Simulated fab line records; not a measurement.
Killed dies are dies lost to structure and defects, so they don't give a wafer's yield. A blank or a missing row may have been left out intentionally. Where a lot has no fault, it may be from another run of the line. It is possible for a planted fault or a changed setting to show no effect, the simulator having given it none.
A struck lot beside a sound one / flow nand-harc / 14 steps out of a route of 1159
Sound: wafers L180.1, L180.5, L180.6. The struck wafers were L185.1, L185.4, L185.6. The cause comes at the end.
Each step with rows lists, per side, the tool, then ch with its chambers, then its first start. Under that, the readings that differ: sound wafers / struck wafers / difference of the means / sigmas: that difference in standard deviations of wafers without a fault.
alike: a reading whose means differ by less than 2 such deviations, as well as words and numbers matching on both sides. not compared: withheld readings; readings where some wafer has no value; bounds like >300 that might hide an equal value; numbers whose values overlap and for which the record gives no deviation.
The two part at a step that has a row with sigmas, a row that says differs or no value, or rows on one side only. Non-overlapping numbers with no deviation appear without sigmas and do not part them. Lack of a reading on every wafer of one side parts them only where that side has two or more wafers.

first, 2 steps without rows for these wafers: NHARC_A_SOURCE_PLATE_CVD_03 (deposits poly-Si, target thk 200 nm, time 4000 s); NHARC_A_SOURCE_PLATE_ANNEAL_05 (time 1800 s).
NHARC_A_SOURCE_PLATE_THK_MEAS_06: measures by ellipsometry.
  struck on film-metro-02, day 9 13:29; sound on film-metro-02, day 8 03:56
  alike: thk-nm
NHARC_A_SOURCE_PLATE_INSPECT_08:
  struck on defect-inspect-01, day 9 13:34; sound on defect-inspect-02, day 8 04:00
  alike: raw-defect-count
then, no rows for these wafers at 1 step: NHARC_A_ONON_D1_DEP_00 (target thk 1000 nm).
NHARC_A_ONON_D1_THK_MEAS_02: measures by ellipsometry.
  struck on film-metro-02, day 9 14:08; sound on film-metro-01, day 8 04:35
reading=thk-nm (nm); sound=997 995 995; struck=1025 1025 1025; difference=+29; sigmas=+3
then, no rows for these wafers at 1 step: NHARC_A_ONON_D1_DEP_03 (target thk 1000 nm).
NHARC_A_ONON_D1_THK_MEAS_05: measures by ellipsometry.
  struck on film-metro-02, day 9 14:42; sound on film-metro-01, day 8 05:16
  alike: thk-nm
then, no rows for these wafers at 1 step: NHARC_A_ONON_D1_DEP_06 (target thk 1000 nm).
NHARC_A_ONON_D1_THK_MEAS_08: measures by ellipsometry.
  struck on film-metro-02, day 9 15:29; sound on film-metro-02, day 8 05:51
  alike: thk-nm
NHARC_A_ONON_D1_DEP_09: target thk 1000 nm.
  sound on pecvd-onon-02 ch 0, day 8 05:55; struck on pecvd-onon-02 ch 0, day 9 15:41
  alike: n2o-flow-sccm
NHARC_A_ONON_D1_THK_MEAS_11: measures by ellipsometry.
  struck on film-metro-01, day 9 16:11; sound on film-metro-01, day 8 06:25
reading=thk-nm (nm); sound=991 986 987; struck=1550 1550 1547; difference=+561; sigmas=+60
then, no rows for these wafers at 1 step: NHARC_A_ONON_D1_DEP_12 (target thk 1000 nm).
-- record jumps: 12 days between struck wafers' starts before vs after; left off in module A_ONON_D1, resumes in module END, first step shown is number 1159 of the route --
NHARC_END_SORT_01:
  here the record holds rows for the struck wafers (prober-02 ch 0, day 21 17:26) but none for the sound ones

## WHERE THEY PART
Last at NHARC_END_SORT_01 as far as this record goes, first at NHARC_A_ONON_D1_THK_MEAS_02.

WHY: the cause the simulator had injected
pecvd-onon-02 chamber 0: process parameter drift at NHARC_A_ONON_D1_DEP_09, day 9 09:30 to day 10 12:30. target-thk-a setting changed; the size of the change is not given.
